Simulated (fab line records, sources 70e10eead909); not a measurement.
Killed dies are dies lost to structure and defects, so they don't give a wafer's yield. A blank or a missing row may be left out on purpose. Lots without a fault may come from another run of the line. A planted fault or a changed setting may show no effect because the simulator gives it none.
Which tool did it? | flow nand_harc | 24 lots, 72 wafers sampled, at 5 steps of a route of 1302

WHAT THE GAUGES READ, wafer by wafer
NHARC_P_GATE_CD_MEAS_91: target cd 2000 nm. Usual: cd_nm 2001.8 nm, standard deviation 2.
lot  | measured     | on        | cd_nm (nm)           | flag
L074 | day 6 03:34  | cd_sem-01 | 2004.0 2004.3 2002.4 |
L075 | day 6 08:41  | cd_sem-02 | 1999.7 2000.5 2000.0 |
L076 | day 6 21:40  | cd_sem-03 | 2001.4 2001.2 2001.6 |
L077 | day 7 05:10  | cd_sem-01 | 2000.5 2003.4 2000.1 |
L078 | day 7 15:35  | cd_sem-02 | 2002.2 1999.9 2001.6 |
L079 | day 7 16:38  | cd_sem-01 | 2003.5 2001.2 2003.1 |
L080 | day 8 02:28  | cd_sem-03 | 2001.8 2000.2 1997.2 |
L081 | day 8 19:55  | cd_sem-03 | 1998.3 2004.2 2003.5 |
L082 | day 8 22:23  | cd_sem-02 | 2002.5 2000.6 2003.6 |
L083 | day 9 18:05  | cd_sem-03 | 1999.2 2002.4 1996.5 |
L084 | day 9 21:34  | cd_sem-02 | 2005.9 1999.8 1999.6 |
L085 | day 10 10:10 | cd_sem-01 | 2003.8 1999.3 2002.7 |
L086 | day 10 14:38 | cd_sem-02 | 1999.1 2000.6 2004.2 |
L087 | day 11 12:02 | cd_sem-02 | 2004.6 2001.0 2002.3 |
L088 | day 11 23:25 | cd_sem-02 | 2002.9 2001.4 2005.9 |
L089 | day 12 06:01 | cd_sem-01 | 2003.4 2000.8 1998.1 |
L090 | day 13 01:07 | cd_sem-02 | 2001.7 2000.4 2001.4 |
L091 | day 13 01:53 | cd_sem-02 | 2001.6 2001.5 2005.6 |
L092 | day 13 10:31 | cd_sem-02 | 2001.1 1999.3 2000.2 |
L093 | day 13 18:23 | cd_sem-01 | 2005.1 2002.7 1998.1 |
L095 | day 14 15:28 | cd_sem-01 | 2003.1 2001.6 2005.0 |
L094 | day 14 15:47 | cd_sem-01 | 2001.1 2002.9 1997.9 |
L096 | day 14 18:20 | cd_sem-01 | 2001.7 2004.4 1999.2 |
L097 | day 15 06:41 | cd_sem-03 | 2000.4 2000.4 2000.8 |

NHARC_P_M0_OVL_MEAS_10: pitch 180 nm. Usual: overlay_x_nm 0.2 nm, standard deviation 0.93; overlay_y_nm 0.2 nm, standard deviation 0.88.
lot  | measured     | on         | overlay_x_nm (nm) | overlay_y_nm (nm) | flag
L074 | day 6 12:32  | overlay-02 | 0.9 0.9 0.9       | 1.1 0.9 0.8       |
L075 | day 6 17:29  | overlay-02 | 1.4 1.2 1.0       | 0.9 0.8 0.4       |
L076 | day 7 06:55  | overlay-01 | 1.7 1.8 1.5       | 1.3 1.4 1.1       |
L077 | day 7 14:00  | overlay-01 | 0.8 0.5 0.4       | 0.4 0.0 0.2       |
L078 | day 8 00:56  | overlay-02 | -0.1 0.4 -0.1     | -1.2 -0.5 -1.3    |
L079 | day 8 02:07  | overlay-02 | -2.2 -2.3 -2.2    | -1.6 -1.3 -1.1    |
L080 | day 8 11:50  | overlay-02 | -1.7 -1.2 -1.1    | 0.9 0.9 0.7       |
L081 | day 9 05:01  | overlay-02 | 0.2 1.0 0.2       | 0.6 0.0 0.9       |
L082 | day 9 07:27  | overlay-02 | 0.0 -0.1 -0.2     | 1.6 1.9 1.5       |
L083 | day 10 03:52 | overlay-02 | 0.1 0.8 0.3       | 1.2 0.8 0.8       |
L084 | day 10 07:18 | overlay-02 | -1.0 0.0 0.0      | 1.5 1.3 1.3       |
L085 | day 10 19:32 | overlay-02 | 2.2 2.3 2.0       | 0.3 0.5 -0.3      |
L086 | day 10 23:40 | overlay-01 | 1.0 0.4 -0.1      | 1.0 0.8 0.8       |
L087 | day 11 21:40 | overlay-01 | 0.6 0.8 0.3       | -0.2 -0.1 -0.1    |
L088 | day 12 09:35 | overlay-01 | -0.3 0.0 -0.2     | -0.8 -0.8 -0.8    |
L089 | day 12 15:15 | overlay-02 | -0.1 -0.1 -0.4    | -0.5 -0.8 -0.5    |
L090 | day 13 10:25 | overlay-01 | -0.3 -0.6 0.4     | -0.1 -0.6 -1.1    |
L091 | day 13 10:49 | overlay-02 | 0.5 -0.4 0.6      | -0.2 -0.6 -0.6    |
L092 | day 13 19:31 | overlay-01 | 0.1 -0.1 0.3      | 0.1 0.2 -0.2      |
L093 | day 14 03:31 | overlay-02 | -0.3 0.2 0.5      | 1.2 0.8 1.0       |
L095 | day 15 01:11 | overlay-02 | 0.1 0.3 0.5       | -1.8 -1.6 -1.4    |
L094 | day 15 01:23 | overlay-01 | -0.2 -0.8 -0.5    | -0.3 -0.6 -0.1    |
L096 | day 15 03:17 | overlay-01 | 1.0 1.3 0.6       | 0.2 0.2 -0.6      |
L097 | day 15 15:35 | overlay-01 | -0.3 -0.1 0.1     | 0.8 0.5 1.1       |

NHARC_P_M1_THK_MEAS_24: measures by xrf. Usual: thk_nm 158.2 nm, standard deviation 1.6.
lot  | measured     | on            | thk_nm (nm)       | flag
L074 | day 6 19:12  | film_metro-02 | 162.2 157.8 158.5 |
L075 | day 7 00:10  | film_metro-01 | 157.4 158.1 157.7 |
L076 | day 7 13:28  | film_metro-01 | 158.2 158.2 156.8 |
L077 | day 7 20:42  | film_metro-02 | 158.8 159.1 157.8 |
L078 | day 8 08:02  | film_metro-01 | 162.0 156.4 157.4 |
L079 | day 8 09:06  | film_metro-02 | 156.4 161.2 159.0 |
L080 | day 8 18:26  | film_metro-01 | 157.9 158.8 156.1 |
L081 | day 9 11:40  | film_metro-01 | 156.5 157.5 158.8 |
L082 | day 9 13:59  | film_metro-02 | 156.4 160.0 160.1 |
L083 | day 10 10:34 | film_metro-02 | 156.4 155.9 156.7 |
L084 | day 10 14:02 | film_metro-02 | 157.9 159.7 159.0 |
L085 | day 11 02:58 | film_metro-02 | 159.3 157.6 159.0 |
L086 | day 11 06:38 | film_metro-01 | 159.7 159.1 160.6 |
L087 | day 12 04:16 | film_metro-02 | 157.9 155.9 156.0 |
L088 | day 12 16:05 | film_metro-02 | 156.9 153.9 158.2 |
L089 | day 12 21:52 | film_metro-02 | 157.1 161.5 161.2 |
L090 | day 13 17:07 | film_metro-01 | 159.7 157.6 159.2 |
L091 | day 13 17:47 | film_metro-01 | 158.7 155.1 157.7 |
L092 | day 14 02:33 | film_metro-01 | 160.7 158.7 157.9 |
L093 | day 14 10:21 | film_metro-02 | 157.4 155.1 158.5 |
L095 | day 15 07:47 | film_metro-01 | 158.7 160.7 158.9 |
L094 | day 15 08:06 | film_metro-01 | 157.9 158.0 156.4 |
L096 | day 15 09:54 | film_metro-01 | 157.0 158.0 157.9 |
L097 | day 15 22:11 | film_metro-01 | 156.7 157.7 158.0 |

WHICH TOOL RAN EACH LOT (tool, then ch and the chambers of the sampled wafers, then the start)
lot  | NHARC_P_CONTACT_ETCH_36                       | NHARC_P_M0_ANNEAL_30
L074 | rie_diel-10 ch 1,2,3, day 6 12:32 or earlier  | rtp_anneal-01 ch 0, day 6 14:19
L075 | rie_diel-13 ch 0,3, day 6 17:29 or earlier    | rtp_anneal-02 ch 0, day 6 19:17
L076 | rie_diel-10 ch 0,1, day 7 06:55 or earlier    | rtp_anneal-01 ch 0, day 7 08:45
L077 | rie_diel-13 ch 0,3, day 7 14:00 or earlier    | rtp_anneal-01 ch 0, day 7 15:56
L078 | rie_diel-13 ch 0,1,2, day 8 00:56 or earlier  | rtp_anneal-02 ch 0, day 8 02:49
L079 | rie_diel-12 ch 1,2,3, day 8 02:07 or earlier  | rtp_anneal-01 ch 0, day 8 03:53
L080 | rie_diel-12 ch 0,2,3, day 8 11:50 or earlier  | rtp_anneal-02 ch 0, day 8 13:41
L081 | rie_diel-13 ch 0,2, day 9 05:01 or earlier    | rtp_anneal-01 ch 0, day 9 06:49
L082 | rie_diel-10 ch 2,3, day 9 07:27 or earlier    | rtp_anneal-02 ch 0, day 9 09:12
L083 | rie_diel-12 ch 1,2,3, day 10 03:52 or earlier | rtp_anneal-02 ch 0, day 10 05:40
L084 | rie_diel-13 ch 0,2, day 10 07:18 or earlier   | rtp_anneal-02 ch 0, day 10 09:03
L085 | rie_diel-12 ch 1,2, day 10 19:32 or earlier   | rtp_anneal-02 ch 0, day 10 22:02
L086 | rie_diel-13 ch 1,2,3, day 10 23:40 or earlier | rtp_anneal-01 ch 0, day 11 01:26
L087 | rie_diel-13 ch 2,3, day 11 21:40 or earlier   | rtp_anneal-01 ch 0, day 11 23:26
L088 | rie_diel-10 ch 0,3, day 12 09:35 or earlier   | rtp_anneal-02 ch 0, day 12 11:22
L089 | rie_diel-13 ch 2,3, day 12 15:15 or earlier   | rtp_anneal-01 ch 0, day 12 17:00
L090 | rie_diel-13 ch 0,3, day 13 10:25 or earlier   | rtp_anneal-02 ch 0, day 13 12:13
L091 | rie_diel-12 ch 0,2,3, day 13 10:49 or earlier | rtp_anneal-02 ch 0, day 13 12:44
L092 | rie_diel-10 ch 1,2,3, day 13 19:31 or earlier | rtp_anneal-01 ch 0, day 13 21:26
L093 | rie_diel-12 ch 2,3, day 14 03:31 or earlier   | rtp_anneal-02 ch 0, day 14 05:35
L095 | rie_diel-12 ch 0,2,3, day 15 01:11 or earlier | rtp_anneal-01 ch 0, day 15 03:03
L094 | rie_diel-10 ch 0,1,3, day 15 01:23 or earlier | rtp_anneal-02 ch 0, day 15 03:15
L096 | rie_diel-10 ch 1,2,3, day 15 03:17 or earlier | rtp_anneal-02 ch 0, day 15 05:05
L097 | rie_diel-10 ch 1,2,3, day 15 15:35 or earlier | rtp_anneal-02 ch 0, day 15 17:22
- NHARC_P_CONTACT_ETCH_36: etches the open film in N2/H2, target depth 260 nm, time 406.25 s.
- NHARC_P_M0_ANNEAL_30: time 90 s.

WHAT THE TOOLS THEMSELVES READ (means of the sampled wafers that have a number; where no wafer has one, the mark that the record gives instead)
NHARC_P_CONTACT_ETCH_36. Usual: drypump_motor_current_A 5.7 A, standard deviation 0.44; h2_flow_sccm 150.0 sccm, standard deviation 0.47; oes_product_au 0.995 a.u., standard deviation 0.015; rf_vpp_V 431 V, standard deviation 3.1; showerhead_plenum_p_Torr 2.05 Torr, standard deviation 0.11; throttle_valve_pct 14.173 %, standard deviation 0.0091.
lot  | tool        | drypump_motor_current_A (A) | h2_flow_sccm (sccm) | oes_product_au (a.u.) | rf_vpp_V (V) | showerhead_plenum_p_Torr (Torr) | throttle_valve_pct (%) | flag
L074 | rie_diel-10 | 5.6                         | 149.5               | 0.990                 | 431          | 2.08                            | 14.175                 |
L075 | rie_diel-13 | 6.1                         | 149.9               | 0.993                 | 427          | 1.95                            | 14.169                 |
L076 | rie_diel-10 | 5.7                         | 149.8               | 1.005                 | 433          | 2.12                            | 14.172                 |
L077 | rie_diel-13 | 6.0                         | 149.8               | 0.988                 | 427          | 1.93                            | 14.178                 |
L078 | rie_diel-13 | 5.9                         | 150.3               | 0.997                 | 428          | 1.97                            | 14.173                 |
L079 | rie_diel-12 | 5.5                         | 150.3               | 0.997                 | 431          | 2.10                            | 14.177                 |
L080 | rie_diel-12 | 5.7                         | 150.5               | 1.000                 | 434          | 2.17                            | 14.168                 |
L081 | rie_diel-13 | 6.3                         | 149.9               | 0.989                 | 429          | 1.99                            | 14.182                 |
L082 | rie_diel-10 | 5.6                         | 149.4               | 0.981                 | 431          | 2.09                            | 14.163                 |
L083 | rie_diel-12 | 5.5                         | 149.8               | 0.992                 | 433          | 2.10                            | 14.174                 |
L084 | rie_diel-13 | 6.3                         | 149.6               | 0.997                 | 430          | 1.99                            | 14.174                 |
L085 | rie_diel-12 | 5.4                         | 149.7               | 1.000                 | 430          | 2.02                            | 14.173                 |
L086 | rie_diel-13 | 5.9                         | 150.3               | 1.005                 | 428          | 1.95                            | 14.175                 |
L087 | rie_diel-13 | 6.3                         | 150.3               | 0.990                 | 428          | 1.95                            | 14.178                 |
L088 | rie_diel-10 | 5.5                         | 150.2               | 0.987                 | 434          | 2.19                            | 14.184                 |
L089 | rie_diel-13 | 6.5                         | 150.7               | 1.005                 | 429          | 1.99                            | 14.172                 |
L090 | rie_diel-13 | 6.1                         | 150.0               | 0.975                 | 427          | 1.92                            | 14.171                 |
L091 | rie_diel-12 | 5.7                         | 150.2               | 0.997                 | 434          | 2.17                            | 14.175                 |
L092 | rie_diel-10 | 5.5                         | 150.3               | 0.990                 | 431          | 2.08                            | 14.168                 |
L093 | rie_diel-12 | 5.5                         | 150.0               | 0.977                 | 433          | 2.18                            | 14.172                 |
L095 | rie_diel-12 | 5.7                         | 150.2               | 1.001                 | 433          | 2.17                            | 14.161                 |
L094 | rie_diel-10 | 5.6                         | 150.1               | 0.990                 | 434          | 2.12                            | 14.174                 |
L096 | rie_diel-10 | 5.6                         | 149.7               | 0.989                 | 432          | 2.08                            | 14.170                 |
L097 | rie_diel-10 | 5.6                         | 150.1               | 0.995                 | 431          | 2.08                            | 14.173                 |

NHARC_P_M0_ANNEAL_30. Usual: wafer_temp_C_max 226.3, standard deviation 0.3.
lot  | tool          | wafer_temp_C_max | flag
L074 | rtp_anneal-01 | 226.0            |
L075 | rtp_anneal-02 | 226.5            |
L076 | rtp_anneal-01 | 226.1            |
L077 | rtp_anneal-01 | 226.2            |
L078 | rtp_anneal-02 | 226.1            |
L079 | rtp_anneal-01 | 226.2            |
L080 | rtp_anneal-02 | 226.2            |
L081 | rtp_anneal-01 | 226.2            |
L082 | rtp_anneal-02 | 226.3            |
L083 | rtp_anneal-02 | 226.5            |
L084 | rtp_anneal-02 | 226.3            |
L085 | rtp_anneal-02 | 226.6            |
L086 | rtp_anneal-01 | 226.4            |
L087 | rtp_anneal-01 | 226.5            |
L088 | rtp_anneal-02 | 226.5            |
L089 | rtp_anneal-01 | 226.0            |
L090 | rtp_anneal-02 | 226.2            |
L091 | rtp_anneal-02 | 226.3            |
L092 | rtp_anneal-01 | 226.0            |
L093 | rtp_anneal-02 | 226.3            |
L095 | rtp_anneal-01 | 226.2            |
L094 | rtp_anneal-02 | 226.3            |
L096 | rtp_anneal-02 | 226.4            |
L097 | rtp_anneal-02 | 226.3            |

THE ANSWER, worked out from the rows above alone
Rule: a lot is off if the mean of its wafers that have a number lies more than 3 standard deviations from the usual mean. A lot without any number at a reading at which 4 lots or more have one is off too. The other lots that the step has rows for count as sound. The gauges are gone through in route order, then the tools' own readings, and for those a lot's mean is taken as printed above. The first step at which some lot is off is used, and at that step the reading that is off furthest; a lot without a number counts as furthest.
No lot is off at any reading shown: from this, nothing can be told.

WHAT THE SIMULATOR HAD PUT IN
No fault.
